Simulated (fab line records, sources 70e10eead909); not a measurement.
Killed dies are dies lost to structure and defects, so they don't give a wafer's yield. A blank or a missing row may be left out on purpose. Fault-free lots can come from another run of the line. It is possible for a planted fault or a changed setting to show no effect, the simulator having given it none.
Chamber matching | flow nand harc | 4 sister chambers for NHARC_A_STAIRCASE_TRIM_12 on rie diel-13
The step chemistry O2, time 211.2 s. 4 wafers are shown with their chamber, then 12 later ones without.

WAFERS WITH THEIR CHAMBER
wafer  | chamber | drypump motor current A (A)
L089.2 | 2       | 4.9
L089.5 | 0       | 5.3
L091.1 | 3       | 6.0
L091.5 | 1       | 6.5

WAFERS WITHOUT THEIR CHAMBER
wafer  | drypump motor current A (A)
L093.2 | 4.9
L093.4 | 6.1
L093.6 | 6.5
L094.2 | 6.5
L094.3 | 6.1
L094.5 | 6.6
L095.3 | 6.1
L095.4 | 4.9
L095.5 | 6.5
L097.2 | 4.9
L097.3 | 5.3
L097.5 | 4.9

CHAMBER TAKEN BY EACH
wafer  | from the rows above | in truth
L093.2 | 2                   | 2
L093.4 | 3                   | 3
L093.6 | 1                   | 1
L094.2 | 1                   | 1
L094.3 | 3                   | 3
L094.5 | 1                   | 1
L095.3 | 3                   | 3
L095.4 | 2                   | 2
L095.5 | 1                   | 1
L097.2 | 2                   | 2
L097.3 | 0                   | 0
L097.5 | 2                   | 2
Correctly placed: 12 of 12. Left unplaced by these rows: 0. Placed wrongly: 0.
How it was worked out, from the rows above alone: a wafer's distance from a chamber is the root of the sum, over the readings, of the square of ((its reading less the chamber's mean) divided by the reading's scatter). The wafer belongs to the nearest chamber; if the next one is less than 2 further off, it can't be placed. A chamber's mean is the mean of its shown wafers. The scatter: root of mean squared gap, hidden wafer to nearest shown wafer, with one shown wafer a chamber.
